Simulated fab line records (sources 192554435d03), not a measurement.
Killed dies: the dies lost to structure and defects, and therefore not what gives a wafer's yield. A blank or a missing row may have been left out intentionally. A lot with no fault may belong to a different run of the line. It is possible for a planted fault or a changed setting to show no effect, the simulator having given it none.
Matching of chambers + flow n5Finfet + N5_FIN_SAQP_SPACER2_ALD_28 on aldSin-04: 4 sister chambers
The step deposits SiO2, target thk 8.1 nm, pulse time 1 s, purge time 2 s. 8 wafers are shown with their chamber, then 7 later ones without.

## EACH WAFER AND ITS CHAMBER
| wafer  | chamber | heaterPowerW (W) | precursorPulseHeightRel |
|--------|---------|------------------|-------------------------|
| L080.1 | 3       | 462              | 0.953                   |
| L080.2 | 2       | 536              | 0.975                   |
| L080.4 | 0       | 440              | 1.013                   |
| L083.3 | 0       | 427              | 1.002                   |
| L083.4 | 1       | 501              | 1.028                   |
| L083.5 | 3       | 454              | 0.993                   |
| L087.3 | 2       | 562              | 0.993                   |
| L087.4 | 1       | 464              | 1.005                   |

## WAFERS WITH NO CHAMBER GIVEN
| wafer  | heaterPowerW (W) | precursorPulseHeightRel |
|--------|------------------|-------------------------|
| L087.5 | 563              | 1.008                   |
| L090.2 | 582              | 0.985                   |
| L090.5 | 443              | 1.011                   |
| L090.6 | 487              | 0.974                   |
| L093.2 | 562              | 0.981                   |
| L093.4 | 439              | 0.977                   |
| L093.5 | 483              | 1.009                   |

## WHICH CHAMBER EACH ONE RAN IN
| wafer  | from the rows above               | in truth |
|--------|-----------------------------------|----------|
| L087.5 | 2                                 | 2        |
| L090.2 | 2                                 | 2        |
| L090.5 | can't be placed: 0 or 3 or 1      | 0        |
| L090.6 | can't be placed: 3 or 1 or 0 or 2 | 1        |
| L093.2 | 2                                 | 2        |
| L093.4 | can't be placed: 3 or 0           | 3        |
| L093.5 | 1                                 | 1        |
4 of 7 placed correctly. Can't be placed from these rows: 3 (the true chamber is among the candidates in 3). Wrongly placed: 0.
How it was worked out, from the rows above alone: a wafer's distance from a chamber is the root of the sum, over the readings, of the square of ((its reading less the chamber's mean) divided by the reading's scatter). The wafer belongs to the nearest chamber; if the next one is less than 2 further off, it can't be placed. The mean given for a chamber averages the wafers shown for that chamber. The scatter: take each reading less its chamber's mean, square it, sum over the shown wafers, divide by the number of wafers less the number of chambers, and take the root.
